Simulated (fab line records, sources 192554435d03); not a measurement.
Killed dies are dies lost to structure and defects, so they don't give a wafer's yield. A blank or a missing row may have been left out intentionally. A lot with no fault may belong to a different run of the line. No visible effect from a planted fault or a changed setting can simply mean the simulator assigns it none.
fab line records ; flow n5_finfet
record: lots: 6; wafers: 17; last_day: 17
route steps=1938 shown BEOL_M2@875 BEOL_M4@1111 PASSIVATION@1936
lots that met no fault: from a run of the same line without faults
start_h: hours from the record's opening day to when the first of the lot's shown wafers began ; wait_h: time in hours since the lot's previous step ; " the same as in the row above ; L1.1+2: one row covering several wafers at once ; - no value present, or no start provided ; * or withheld: withheld ; < > ~ a bound
route shown NAME@n: a module of which the file shows steps, and the number in the route of the first ; usual: average and standard deviation across the fault-free wafers ; same: alike in all rows ; chamber/n: place in a boat ; sites: the reading at each site ; _std_site: standard deviation of those values ; _edge_site: inner sites' mean taken away from outer sites' mean ; radius_mm: how far each site lies from the wafer's centre ; mask NAME#n: copy n ; behind: the last tool/chamber to shape the wafer ; hold: reason for holding the lot/hours on hold/outcome of the hold ; device: names the non-switching transistor (n, p or np) ; end of line: the same wafers' tests at the end of the route ; where a step has no rows: the recipe by itself ; killed: at the first sort, the dies lost to defects and structure; wafer yield is something else ; map: a wafer's dies, x killed, . not, _ none there
set.NAME: the run value of the setting; set.NAME@STEP: its run value at that earlier step ; model.NAME: the simulator's own value behind a step, which no gauge read
a table for each step, a row for each wafer; lots at some steps of the route
services: when a tool's chamber went out of use (start_h, in hours from the record's first day, below 0 if earlier), for how many hours, and the reason
== steps ==
step: N5_BEOL_M2_DEVELOP_27
recipe: develop_time_s: 30; developer: TMAH; resist: CAR-EUV; rinse_liquid: surfactant_rinse; dry: air_spin; dev_temp_c: 23
step: N5_BEOL_M2_CD_MEAS_28
recipe: target_cd_nm: 26.2; landing_energy_ev: 500; detector: se_inlens; target_cd_y_nm: 24.1; polarity: opening
usual: cd_nm: 26.25/0.24
lot.wafer;tool;chamber;start_h;wait_h;cd_nm
L316.1;cd_sem-03;0;128.51;-;26.22
L316.4;cd_sem-03;0;128.51;-;25.54
L316.6;cd_sem-03;0;128.51;-;26.13
L322.1;cd_sem-03;0;173.87;-;25.97
L322.5;cd_sem-03;0;173.87;-;26.26
L322.6;cd_sem-03;0;173.87;-;26.10
L330.3;cd_sem-01;0;224.64;-;26.90
L330.5;cd_sem-01;0;224.64;-;26.24
L330.6;cd_sem-01;0;224.64;-;26.49
L332.1;cd_sem-02;0;231.71;-;26.36
L332.6;cd_sem-02;0;231.71;-;26.07
L335.1;cd_sem-01;0;244.97;-;25.76
L335.2;cd_sem-01;0;244.97;-;26.16
L335.3;cd_sem-01;0;244.97;-;26.03
L337.2;cd_sem-01;0;255.30;-;26.73
L337.3;cd_sem-01;0;255.30;-;26.41
L337.6;cd_sem-01;0;255.30;-;26.72
step: N5_BEOL_M2_OVL_MEAS_29
recipe: points_per_wafer: 522
usual: V1_OVL: -0.2/0.73
lot.wafer;tool;chamber;start_h;wait_h;V1_OVL[nm]
L316.1;overlay-02;0;128.54;0.0;-0.7
L316.4;overlay-02;0;128.54;0.0;-0.3
L316.6;overlay-02;0;128.54;0.0;0.0
L322.1;overlay-02;0;173.90;0.0;-0.7
L322.5;overlay-02;0;173.90;0.0;0.6
L322.6;overlay-02;0;173.90;0.0;-0.1
L330.3;overlay-01;0;224.68;0.0;1.2
L330.5;overlay-01;0;224.68;0.0;0.9
L330.6;overlay-01;0;224.68;0.0;0.3
L332.1;overlay-02;0;231.74;0.0;1.1
L332.6;overlay-02;0;231.74;0.0;0.2
L335.1;overlay-02;0;245.00;0.0;-0.6
L335.2;overlay-02;0;245.00;0.0;0.5
L335.3;overlay-02;0;245.00;0.0;-0.6
L337.2;overlay-01;0;255.34;0.0;-0.7
L337.3;overlay-01;0;255.34;0.0;-1.0
L337.6;overlay-01;0;255.34;0.0;-0.9
step: N5_BEOL_M2_INSPECT_30
recipe: mode: adi; inspect_instrument: brightfield
usual: raw_defect_count: 404/97
lot.wafer;tool;chamber;start_h;wait_h;raw_defect_count
L316.1;defect_inspect-02;-;128.60;0.1;320
L316.4;defect_inspect-02;-;128.60;0.1;379
L316.6;defect_inspect-02;-;128.60;0.1;361
L322.1;defect_inspect-01;-;173.96;0.1;367
L322.5;defect_inspect-01;-;173.96;0.1;299
L322.6;defect_inspect-01;-;173.96;0.1;333
L330.3;defect_inspect-02;-;224.73;0.0;430
L330.5;defect_inspect-02;-;224.73;0.0;436
L330.6;defect_inspect-02;-;224.73;0.0;363
L332.1;defect_inspect-02;-;231.80;0.1;322
L332.6;defect_inspect-02;-;231.80;0.1;257
L335.1;defect_inspect-02;-;245.06;0.1;622
L335.2;defect_inspect-02;-;245.06;0.1;433
L335.3;defect_inspect-02;-;245.06;0.1;319
L337.2;defect_inspect-01;-;255.39;0.0;413
L337.3;defect_inspect-01;-;255.39;0.0;285
L337.6;defect_inspect-01;-;255.39;0.0;406
step: N5_BEOL_M2_DESCUM_33
recipe: chemistry: O2; time_s: 7; source_power_w: 50; bias_power_w: 20; pressure_mtorr: 20; rf_frequency_hz: 2.712e+07; temp_c: 40; resist: CAR-EUV; o2_flow_sccm: 225
usual: bias_power_w: 20.00/0.067; drypump_motor_current_A: 5.6/0.52; oes_product_au: 0.79/0.08; rf_vpp_V: 243.2/1.5; showerhead_plenum_p_Torr: 2.11/0.079; throttle_valve_pct: 20.49/0.22
same: time_s: 7
lot.wafer;tool;chamber;start_h;wait_h;bias_power_w;drypump_motor_current_A;oes_product_au;rf_hours_counter_h;rf_vpp_V;showerhead_plenum_p_Torr;throttle_valve_pct
L316.1;rie_diel-01;3;128.63;0.0;19.97;6.5;0.87;31;244.6;2.23;20.16
L316.4;rie_diel-01;2;128.63;0.0;20.03;5.1;0.80;93;245.8;2.20;20.70
L316.6;rie_diel-01;1;128.63;0.0;19.99;5.7;0.68;-;241.3;2.06;20.61
L322.1;rie_diel-01;0;173.99;0.0;20.01;5.6;0.72;210;242.6;2.07;20.63
L322.5;rie_diel-01;2;173.99;0.0;20.15;5.1;0.78;-;243.1;2.20;20.70
L322.6;rie_diel-01;1;173.99;0.0;19.97;5.7;0.96;-;241.4;2.06;20.24
L330.3;rie_diel-03;3;225.34;0.6;20.05;5.8;0.90;33;243.7;2.14;20.50
L330.5;rie_diel-03;3;225.34;0.6;19.92;5.8;0.89;-;242.8;2.14;20.50
L330.6;rie_diel-03;0;225.34;0.6;20.04;6.3;0.69;-;243.1;2.16;20.74
L332.1;rie_diel-06;3;231.87;0.1;20.13;4.9;0.79;98;242.6;2.03;20.20
L332.6;rie_diel-06;1;231.87;0.1;20.06;5.4;0.78;-;242.1;2.13;20.59
L335.1;rie_diel-03;0;245.09;0.0;20.04;6.3;0.68;240;244.1;2.16;20.74
L335.2;rie_diel-03;2;245.09;0.0;19.95;5.8;0.69;234;240.9;1.98;20.64
L335.3;rie_diel-03;1;245.09;0.0;19.94;4.8;0.78;117;241.4;2.02;20.13
L337.2;rie_diel-03;0;255.59;0.2;19.92;6.3;0.68;245;243.7;2.16;20.75
L337.3;rie_diel-03;3;255.59;0.2;19.96;5.8;0.90;43;243.3;2.14;20.53
L337.6;rie_diel-03;3;255.59;0.2;19.97;5.8;0.89;-;243.6;2.14;20.50
step: N5_BEOL_M2_ETCH_77
recipe: chemistry: N2/H2; target: underlayer; target_depth_a: 65; mask_material: CAR-EUV; time_s: 5.2; ion_energy_ev: 200; pressure_mtorr: 30; source_w: 840; bias_w: 150; n2_flow_sccm: 200; h2_flow_sccm: 200; ends: cleared
usual: drypump_motor_current_A: 5.6/0.51; etch_rf_on_time_s: 5.21/0.13; oes_product_au: 0.67/0.065; rf_vpp_V: 524.3/2.9; showerhead_plenum_p_Torr: 2.56/0.096; throttle_valve_pct: 17.89/0.25
lot.wafer;tool;chamber;start_h;wait_h;drypump_motor_current_A;etch_rf_on_time_s;oes_product_au;rf_hours_counter_h;rf_vpp_V;showerhead_plenum_p_Torr;throttle_valve_pct
L316.1;rie_diel-01;3;128.67;0.0;6.5;4.98;0.77;31;529.0;2.70;17.51
L316.4;rie_diel-01;2;128.67;0.0;5.1;5.38;0.67;93;528.2;2.68;18.14
L316.6;rie_diel-01;1;128.67;0.0;5.7;5.30;0.58;-;520.9;2.50;18.10
L322.1;rie_diel-01;0;174.03;0.0;5.7;5.16;0.62;210;525.1;2.50;17.99
L322.5;rie_diel-01;2;174.03;0.0;5.2;5.44;0.65;-;528.2;2.67;18.16
L322.6;rie_diel-01;1;174.03;0.0;5.7;5.19;0.81;-;521.0;2.50;17.69
L330.3;rie_diel-03;3;225.38;0.0;5.8;5.28;0.76;33;527.2;2.58;17.72
L330.5;rie_diel-03;3;225.38;0.0;5.8;5.38;0.75;-;525.0;2.58;17.76
L330.6;rie_diel-03;0;225.38;0.0;6.2;5.14;0.59;-;524.0;2.62;18.16
L332.1;rie_diel-06;3;231.91;0.0;4.9;5.36;0.68;98;520.3;2.47;17.76
L332.6;rie_diel-06;1;231.91;0.0;5.4;5.21;0.65;-;522.8;2.54;17.75
L335.1;rie_diel-03;0;245.13;0.0;6.3;5.05;0.59;240;525.6;2.62;18.17
L335.2;rie_diel-03;2;245.13;0.0;5.7;5.22;0.59;234;519.8;2.40;18.06
L335.3;rie_diel-03;1;245.13;0.0;4.9;5.26;0.67;117;522.9;2.45;17.46
L337.2;rie_diel-03;0;255.62;0.0;6.3;5.05;0.60;245;523.8;2.62;18.20
L337.3;rie_diel-03;3;255.62;0.0;5.8;5.20;0.74;43;526.8;2.57;17.79
L337.6;rie_diel-03;3;255.62;0.0;5.8;5.31;0.74;-;523.0;2.57;17.75
step: N5_BEOL_M2_ETCH_69
recipe: chemistry: CF4; target: SiARC; target_depth_a: 156; mask_material: CAR-EUV; time_s: 26; ion_energy_ev: 80; pressure_mtorr: 40; source_w: 545; bias_w: 36; Ar_flow_sccm: 100; cf4_flow_sccm: 100; ends: cleared
step: N5_BEOL_M2_ALD_98
recipe: material: SiO2; target_thk_a: 25; temp_c: 100; ald_precursor_family: BDEAS; ald_co_reactant: O2-plasma; pulse_time_s: 1; co_reactant_pulse_time_s: 1; purge_time_s: 2; co_reactant_purge_time_s: 2; ald_cycles: 17; pressure_torr: 2
usual: heater_power_w: 79/10; precursor_pulse_height_rel: 1.002/0.018
lot.wafer;tool;chamber;start_h;wait_h;heater_power_w;precursor_pulse_height_rel
L316.1;ald_sin-02;2;128.77;0.1;70;0.984
L316.4;ald_sin-02;3;128.77;0.1;100;0.986
L316.6;ald_sin-02;1;128.77;0.1;65;1.029
L322.1;ald_sin-04;1;174.17;0.1;72;1.035
L322.5;ald_sin-04;1;174.17;0.1;73;1.003
L322.6;ald_sin-04;2;174.17;0.1;89;1.014
L330.3;ald_sin-03;2;225.48;0.1;87;1.008
L330.5;ald_sin-03;1;225.48;0.1;78;0.987
L330.6;ald_sin-03;0;225.48;0.1;77;0.956
L332.1;ald_sin-03;3;232.05;0.1;80;1.005
L332.6;ald_sin-03;0;232.05;0.1;80;0.990
L335.1;ald_sin-04;1;245.23;0.1;76;1.052
L335.2;ald_sin-04;2;245.23;0.1;91;0.990
L335.3;ald_sin-04;0;245.23;0.1;68;0.987
L337.2;ald_sin-04;2;255.90;0.2;87;1.002
L337.3;ald_sin-04;3;255.90;0.2;99;1.011
L337.6;ald_sin-04;3;255.90;0.2;102;1.054
step: N5_BEOL_M2_ETCHBACK_99
recipe: chemistry: CHF3; target: SiO2; target_depth_a: 50; time_s: 10.4; source_w: 215; bias_w: 47; Ar_flow_sccm: 200; CHF3_flow_sccm: 12; ion_energy_ev: 100; pressure_mtorr: 30
usual: drypump_motor_current_A: 5.6/0.5; oes_product_au: 0.79/0.086; rf_vpp_V: 241/3; showerhead_plenum_p_Torr: 2.15/0.075; throttle_valve_pct: 17.09/0.25
same: time_s: 10.4
lot.wafer;tool;chamber;start_h;wait_h;drypump_motor_current_A;oes_product_au;rf_hours_counter_h;rf_vpp_V;showerhead_plenum_p_Torr;throttle_valve_pct
L316.1;rie_diel-01;2;138.09;9.3;5.1;0.79;95;238;2.27;17.35
L316.4;rie_diel-01;0;138.09;9.3;5.6;0.74;196;242;2.12;17.22
L316.6;rie_diel-01;3;138.09;9.3;6.5;0.88;-;244;2.28;16.71
L322.1;rie_diel-03;0;175.70;1.5;6.3;0.71;224;242;2.21;17.28
L322.5;rie_diel-03;3;175.70;1.5;5.8;0.95;-;243;2.19;16.97
L322.6;rie_diel-03;2;175.70;1.5;5.7;0.70;-;242;2.06;17.30
L330.3;rie_diel-03;2;225.79;0.3;5.8;0.69;229;241;2.05;17.33
L330.5;rie_diel-03;0;225.79;0.3;6.3;0.70;-;241;2.21;17.29
L330.6;rie_diel-03;2;225.79;0.3;5.7;0.69;-;241;2.05;17.34
L332.1;rie_diel-03;3;233.87;1.8;5.8;0.89;36;242;2.19;17.00
L332.6;rie_diel-03;1;233.87;1.8;4.8;0.77;-;241;2.09;16.82
L335.1;rie_diel-01;0;246.51;1.2;5.6;0.71;235;241;2.11;17.28
L335.2;rie_diel-01;3;246.51;1.2;6.6;0.83;75;244;2.26;16.78
L335.3;rie_diel-01;2;246.51;1.2;5.1;0.77;136;237;2.26;17.44
L337.2;rie_diel-01;0;258.95;3.0;5.6;0.70;238;241;2.11;17.31
L337.3;rie_diel-01;1;258.95;3.0;5.7;0.89;33;235;2.10;16.86
L337.6;rie_diel-01;1;258.95;3.0;5.8;0.88;-;236;2.10;16.86
step: N5_BEOL_M2_ETCH_70
recipe: chemistry: N2/H2; target: SOC; target_depth_a: 800; overetch_a: 240; mask_material: SiARC; temp_c: 40; time_s: 130; ion_energy_ev: 200; pressure_mtorr: 30; source_w: 840; bias_w: 150; n2_flow_sccm: 200; h2_flow_sccm: 200
usual: drypump_motor_current_A: 5.6/0.5; oes_product_au: 0.58/0.061; rf_vpp_V: 523.9/2.7; showerhead_plenum_p_Torr: 2.54/0.094; throttle_valve_pct: 17.84/0.26
same: time_s: 130
lot.wafer;tool;chamber;start_h;wait_h;drypump_motor_current_A;oes_product_au;rf_hours_counter_h;rf_vpp_V;showerhead_plenum_p_Torr;throttle_valve_pct
L316.1;rie_diel-01;2;138.13;0.0;5.1;0.58;95;525.1;2.68;18.10
L316.4;rie_diel-01;0;138.13;0.0;5.7;0.54;196;524.3;2.51;17.94
L316.6;rie_diel-01;3;138.13;0.0;6.5;0.65;-;528.3;2.70;17.45
L322.1;rie_diel-03;0;175.74;0.0;6.3;0.52;224;526.6;2.62;18.11
L322.5;rie_diel-03;3;175.74;0.0;5.8;0.69;-;525.3;2.59;17.66
L322.6;rie_diel-03;2;175.74;0.0;5.7;0.53;-;520.1;2.41;17.97
L330.3;rie_diel-03;2;225.83;0.0;5.8;0.51;229;520.3;2.40;18.00
L330.5;rie_diel-03;0;225.83;0.0;6.3;0.51;-;525.8;2.62;18.12
L330.6;rie_diel-03;2;225.83;0.0;5.8;0.52;-;520.1;2.40;18.02
L332.1;rie_diel-03;3;233.91;0.0;5.8;0.65;36;526.3;2.58;17.72
L332.6;rie_diel-03;1;233.91;0.0;4.8;0.58;-;520.2;2.45;17.39
L335.1;rie_diel-01;0;246.55;0.0;5.6;0.52;235;522.2;2.49;17.99
L335.2;rie_diel-01;3;246.55;0.0;6.6;0.60;75;528.3;2.68;17.54
L335.3;rie_diel-01;2;246.55;0.0;5.1;0.56;136;527.3;2.66;18.18
L337.2;rie_diel-01;0;258.99;0.0;5.7;0.52;238;524.0;2.49;18.01
L337.3;rie_diel-01;1;258.99;0.0;5.7;0.65;33;523.8;2.49;17.68
L337.6;rie_diel-01;1;258.99;0.0;5.7;0.66;-;522.3;2.49;17.68
step: N5_BEOL_M2_STRIP_71
recipe: chemistry: N2/H2; temp_c: 40; n2_flow_sccm: 200; h2_flow_sccm: 200; rf_frequency_hz: 6e+07
step: N5_BEOL_M2_STRIP_78
recipe: chemistry: N2/H2; temp_c: 40; n2_flow_sccm: 200; h2_flow_sccm: 200; rf_frequency_hz: 6e+07
step: N5_BEOL_M2_VIA_ETCH_34
recipe: chemistry: C4F6/O2; target_depth_a: 694; mask_material: SOC; pressure_mtorr: 15; ion_energy_ev: 250; taper_deg: 4; time_s: 65.9; source_w: 350; bias_w: 170; Ar_flow_sccm: 300; C4F6_flow_sccm: 10; O2_flow_sccm: 10
usual: drypump_motor_current_A: 5.6/0.5; oes_product_au: 0.79/0.086; rf_vpp_V: 666/8.1; showerhead_plenum_p_Torr: 2.84/0.096; throttle_valve_pct: 30.79/0.25
same: time_s: 65.9
lot.wafer;tool;chamber;start_h;wait_h;drypump_motor_current_A;oes_product_au;rf_hours_counter_h;rf_vpp_V;showerhead_plenum_p_Torr;throttle_valve_pct;model.etch.depth_nm;model.SOC_of_BEOL_M2_COAT_67.thk_nm
L316.1;rie_diel-01;2;138.24;0.0;5.1;0.79;95;657;3.00;31.17;68.04;52.4
L316.4;rie_diel-01;0;138.24;0.0;5.6;0.74;196;667;2.80;30.68;69.49;52
L316.6;rie_diel-01;3;138.24;0.0;6.5;0.89;-;676;3.00;30.41;70.08;51.8
L322.1;rie_diel-03;0;175.84;0.0;6.3;0.70;224;670;2.92;30.93;70.33;52
L322.5;rie_diel-03;3;175.84;0.0;5.8;0.95;-;670;2.90;30.67;70.67;51.8
L322.6;rie_diel-03;2;175.84;0.0;5.8;0.71;-;668;2.72;31.08;68.87;52
L330.3;rie_diel-03;2;225.94;0.0;5.7;0.69;229;668;2.71;31.10;67.68;52
L330.5;rie_diel-03;0;225.94;0.0;6.3;0.69;-;668;2.91;30.95;69.41;52
L330.6;rie_diel-03;2;225.94;0.0;5.7;0.90;-;669;2.71;31.15;99.34;48.4
L332.1;rie_diel-03;3;234.01;0.0;5.8;1.15;36;669;2.89;30.75;102.8;48
L332.6;rie_diel-03;1;234.01;0.0;4.8;1.01;-;665;2.76;30.62;101.2;48
L335.1;rie_diel-01;0;246.65;0.0;5.7;0.70;235;667;2.78;30.70;67.93;52
L335.2;rie_diel-01;3;246.65;0.0;6.5;0.83;75;675;2.98;30.45;69.96;51.8
L335.3;rie_diel-01;2;246.65;0.0;5.1;0.75;136;656;2.98;31.21;67.88;52.4
L337.2;rie_diel-01;0;259.10;0.0;5.6;0.71;238;666;2.78;30.72;69.25;52
L337.3;rie_diel-01;1;259.10;0.0;5.8;0.88;33;651;2.78;30.62;69.35;52.2
L337.6;rie_diel-01;1;259.10;0.0;5.8;0.88;-;649;2.78;30.63;69.5;52
step: N5_BEOL_M2_STRIP_83
recipe: chemistry: C4F6/O2; resist: SiARC; rf_frequency_hz: 6e+07
step: N5_BEOL_M4_RC_MEAS_101
usual: DIBL_N: 36.3/1.7; DIBL_P: 36.5/1.8; IOFF_N: 0.16/0.033; IOFF_P: 0.21/0.037; ION_N: 675/11; ION_P: 462/7.9; SS_N: 71.6/0.64; SS_P: 73.3/0.68; VT_N: 249/3.3; VT_P: -250/3.3
lot.wafer;tool;chamber;start_h;wait_h;DIBL_N[mV/V];DIBL_P[mV/V];IOFF_N[nA/um];IOFF_P[nA/um];ION_N[uA/um];ION_P[uA/um];SS_N[mV/dec];SS_P[mV/dec];VT_N[mV];VT_P[mV]
L316.1;prober-01;0;159.31;0.0;35.6;37.3;0.15;0.20;666;452;71.2;73.1;252;-253
L316.4;prober-01;0;159.31;0.0;35.2;36.0;0.15;0.19;667;453;71.4;72.6;249;-252
L316.6;prober-01;0;159.31;0.0;36.0;37.2;0.15;0.20;661;453;72.1;73.0;253;-255
L322.1;prober-01;0;202.13;0.0;36.6;38.1;0.19;0.25;701;478;72.2;74.2;244;-247
L322.5;prober-01;0;202.13;0.0;38.7;40.4;0.23;0.30;704;477;71.8;73.9;241;-246
L322.6;prober-01;0;202.13;0.0;35.0;35.7;0.15;0.20;672;461;71.6;73.2;248;-252
L330.3;prober-01;0;254.00;0.3;36.9;36.9;0.18;0.27;688;476;71.6;73.2;246;-244
L330.5;prober-01;0;254.00;0.3;38.6;38.4;0.22;0.32;683;476;72.2;73.3;246;-241
L330.6;prober-01;0;254.00;0.3;37.9;38.2;0.20;0.30;678;472;72.1;73.5;247;-242
L332.1;prober-02;0;258.55;0.0;38.2;36.6;0.16;0.17;658;441;72.6;73.6;252;-257
L332.6;prober-02;0;258.55;0.0;36.9;35.5;0.14;0.17;658;450;71.8;74.0;252;-255
L335.1;prober-01;0;267.45;0.0;35.8;34.5;0.14;0.20;665;465;71.5;71.9;254;-250
L335.2;prober-01;0;267.45;0.0;36.5;34.3;0.15;0.20;667;457;71.8;72.8;252;-249
L335.3;prober-01;0;267.45;0.0;38.4;38.6;0.19;0.27;675;465;72.3;73.7;249;-246
L337.2;prober-02;0;291.79;0.2;37.9;38.5;0.21;0.22;690;462;72.2;73.7;245;-251
L337.3;prober-02;0;291.79;0.2;35.1;35.3;0.16;0.20;684;465;71.2;73.2;247;-254
L337.6;prober-02;0;291.79;0.2;39.6;40.9;0.26;0.30;693;471;72.1;75.5;242;-247
step: N5_PASSIVATION_PROBE_49
usual: defect_limited_yield: 91.3/1.5; killed_at_M0_to_M3: 34/9.4; killed_at_M4_up: 13/5.3; killed_at_contacts: 13/5.7; killed_at_front_end: 40/10; killed_at_other: 3.7/2.8; killed_dies: 103/17; killed_open: 67/13; killed_short: 35/8.5; sort_bin_4_leakage: 0.00/0.016; sort_bin_5_function: 5.0/0.98; sort_bin_6_memory: 3.3/0.7; sort_bin_8_speed: 0.00/0.007; sort_n_pass: 1077/17; sort_yield_pct: 91.3/1.5
same: gross_dies: 1180; killed_at_back_side: 0
lot.wafer;tool;chamber;start_h;wait_h;defect_limited_yield[%];killed_at_M0_to_M3;killed_at_M4_up;killed_at_contacts;killed_at_front_end;killed_at_other;killed_dies;killed_open;killed_short;sort_bin_4_leakage[%];sort_bin_5_function[%];sort_bin_6_memory[%];sort_bin_8_speed[%];sort_n_pass;sort_yield_pct[%]
L316.1;prober-01;-;261.51;0.0;91.2;38;10;9;46;1;104;70;34;0;4.7;3.7;0;1076;91.2
L316.4;prober-01;-;261.66;0.2;90.5;29;15;15;47;6;112;74;38;0;6.0;3.1;0;1068;90.5
L316.6;prober-01;-;261.76;0.3;90.2;39;10;22;44;1;116;68;46;0;5.4;4.1;0;1064;90.2
L322.1;prober-01;-;307.59;0.0;92.8;26;13;12;31;3;85;45;39;0;3.2;3.1;0;1095;92.8
L322.5;prober-01;-;307.79;0.2;92.6;24;26;11;24;2;87;61;26;0;4.7;2.5;0;1093;92.6
L322.6;prober-01;-;307.84;0.3;91.5;33;6;16;43;2;100;65;32;0;5.3;3.1;0;1080;91.5
killed by level:class
L316.1 BEOL_M0_SAQP:geometric_particle:open=15 FIN_SAQP:geometric_particle:open=14 FIN_SAQP:geometric_particle:short=8 BEOL_M4:geometric_particle:open=7 BEOL_M1:geometric_particle:open=6 BEOL_M2:geometric_particle:open=6 GATE_CUT:geometric_particle:short=5 MOL_CONTACT_COAG:geometric_particle:open=5
L316.4 FIN_SAQP:geometric_particle:open=14 MOL_CONTACT_COAG:geometric_particle:open=13 BEOL_M4:geometric_particle:open=10 BEOL_M1:geometric_particle:open=7 GATE_CUT:geometric_particle:short=6 BEOL_M0:geometric_particle:open=5 BEOL_M3:geometric_particle:short=5 FIN_SAQP:geometric_particle:short=4
L316.6 MOL_CONTACT_COAG:geometric_particle:open=17 FIN_SAQP:geometric_particle:open=14 FIN_SAQP:geometric_particle:short=12 BEOL_M3:geometric_particle:open=10 BEOL_M1:geometric_particle:open=9 BEOL_M0_SAQP:geometric_particle:short=8 MOL_CONTACT_COAG:geometric_particle:short=5 GATE_CUT:geometric_particle:short=4
L322.1 FIN_SAQP:geometric_particle:short=10 MOL_CONTACT_COAG:geometric_particle:open=8 BEOL_M2:geometric_particle:open=7 BEOL_M1:geometric_particle:short=6 BEOL_M1:geometric_particle:open=5 GATE_CUT:geometric_particle:short=5 BEOL_M0_SAQP:geometric_particle:short=5 FIN_SAQP:geometric_particle:open=4
L322.5 MOL_CONTACT_COAG:geometric_particle:open=10 BEOL_M1:geometric_particle:open=7 BEOL_M4:geometric_particle:open=7 FIN_SAQP:geometric_particle:short=6 BEOL_M0_SAQP:geometric_particle:open=6 BEOL_M2:geometric_particle:open=6 BEOL_M6:geometric_particle:open=6 STI_FIN_REVEAL:geometric_particle:open=5
L322.6 BEOL_M2:geometric_particle:open=12 FIN_SAQP:geometric_particle:short=11 MOL_CONTACT_COAG:geometric_particle:open=11 FIN_SAQP:geometric_particle:open=10 STI_FIN_REVEAL:geometric_particle:open=10 BEOL_M1:geometric_particle:open=7 MOL_CONTACT_COAG:geometric_particle:short=5 BEOL_M0_SAQP:geometric_particle:short=5
== services ==
tool;chamber;start_h;hours;kind
ald_sin-04;-;114.85;6.1;pm
rie_diel-03;3;115.55;-;clean
rie_diel-03;3;115.55;-;consumable_replace:focus_ring
rie_diel-03;3;115.55;23.0;scheduled_down
rie_diel-03;3;115.55;23.0;vent_cycle
rie_diel-03;2;140.46;3.9;repair
rie_diel-01;1;146.78;-;clean
rie_diel-01;1;146.78;-;consumable_replace:focus_ring
rie_diel-01;1;146.78;13.0;scheduled_down
rie_diel-01;1;146.78;13.0;vent_cycle
ald_sin-02;1;152.03;4.5;repair
ald_sin-02;-;180.96;14.6;pm
rie_diel-03;0;187.82;10.9;repair
rie_diel-06;0;188.36;17.2;repair
rie_diel-03;1;213.27;14.2;repair
ald_sin-02;-;215.38;0.4;repair
rie_diel-03;0;218.88;6.2;repair
ald_sin-04;3;224.90;1.6;repair
ald_sin-04;3;230.83;15.4;repair
ald_sin-02;-;233.36;0.5;repair
rie_diel-06;1;254.91;6.7;repair
rie_diel-06;3;258.08;2.7;repair
== key ==
first_sign: step: N5_BEOL_M2_VIA_ETCH_34; reading: oes_product_au; direction: up; sigmas: 2.7; usual: 0.79; struck: 1.02
effect none on later readings
model_effect: step: N5_BEOL_M2_VIA_ETCH_34; value: etch.depth_nm; without: 68.67; struck: 101.1
met_at N5_BEOL_M2_VIA_ETCH_34
struck_wafers L330.6,L332.1,L332.6
onset_between 175.84 225.94
fault: kind: process_parameter_drift; tool: rie_diel-03; chamber: -; onset_h: 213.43; steps: N5_BEOL_M2_VIA_ETCH_34; channel: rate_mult; offset: 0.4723; shape: step; end_h: 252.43; scope: struck_wafers_only
